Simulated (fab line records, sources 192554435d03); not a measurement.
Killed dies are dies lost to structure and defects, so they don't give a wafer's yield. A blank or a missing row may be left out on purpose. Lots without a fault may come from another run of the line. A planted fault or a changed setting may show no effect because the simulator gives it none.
Which tool did it? | flow n5_finfet | 10 lots, 30 wafers sampled, at 2 steps of a route of 1938

WHAT THE GAUGES READ, wafer by wafer
N5_BEOL_M13_INSPECT_30: inspects for defects (macro).
lot  | measured     | on                | raw_defect_count
L342 | day 11 19:17 | defect_inspect-01 | 1 1 2
L343 | day 11 20:34 | defect_inspect-02 | 1 2 0
L345 | day 12 21:23 | defect_inspect-01 | 0 2 3
L348 | day 13 15:44 | defect_inspect-01 | 4 0 1
L351 | day 13 22:03 | defect_inspect-01 | 1 2 2
L352 | day 14 04:08 | defect_inspect-02 | 2 0 1
L354 | day 14 20:59 | defect_inspect-02 | 2 3 1
L357 | day 15 12:02 | defect_inspect-02 | 4 2 1
L359 | day 16 03:40 | defect_inspect-02 | 1 2 7
L361 | day 16 06:28 | defect_inspect-02 | 5 22 1

WHICH TOOL RAN EACH LOT (tool, then ch and the chambers of the sampled wafers, then the start)
lot  | N5_BEOL_M13_VIA_ETCH_16
L342 | rie_diel-03 ch 1,2, day 11 18:27
L343 | rie_diel-03 ch 1,3, day 11 19:37
L345 | rie_diel-03 ch 2,3, day 12 20:33
L348 | rie_diel-03 ch 0,3, day 13 14:55
L351 | rie_diel-05 ch 0,1, day 13 21:06
L352 | rie_diel-03 ch 0,1,2, day 14 03:11
L354 | rie_diel-03 ch 1,2,3, day 14 20:10
L357 | rie_diel-03 ch 0,1,2, day 15 11:13
L359 | rie_diel-06 ch 0,3, day 16 02:42
L361 | rie_diel-03 ch 0,1,2, day 16 05:39
- N5_BEOL_M13_VIA_ETCH_16: etches SiOC in C4F8/O2/Ar, target depth 921.7 nm.

THE ANSWER, worked out from the rows above alone
Rule: what is usual is taken from the lots themselves. Put in order of their means at a reading, lots are off if they are a third of the lots or fewer, leave a main group of 4 or more, and stand apart from it by a gap of 3 or more times the standard deviation of the main group's means; of several such gaps the widest counts. A main group whose means are all the same, to the digits that the tables above print for the reading, isn't used. A lot without any number at a reading at which 4 lots or more have one is off too. The other lots that the step has rows for count as sound.
Off: L361, at N5_BEOL_M13_INSPECT_30 (raw_defect_count). The main group: mean 1.8, standard deviation 0.68.
A tool fits if, at a process step before that reading, it ran every lot that is off, and no sound lot after the first of them. The gauges at N5_BEOL_M13_INSPECT_30 are tried like those tools. Can't be told from this: 2 tools fit, rie_diel-03 at N5_BEOL_M13_VIA_ETCH_16, defect_inspect-02 at N5_BEOL_M13_INSPECT_30.

WHAT THE SIMULATOR HAD PUT IN
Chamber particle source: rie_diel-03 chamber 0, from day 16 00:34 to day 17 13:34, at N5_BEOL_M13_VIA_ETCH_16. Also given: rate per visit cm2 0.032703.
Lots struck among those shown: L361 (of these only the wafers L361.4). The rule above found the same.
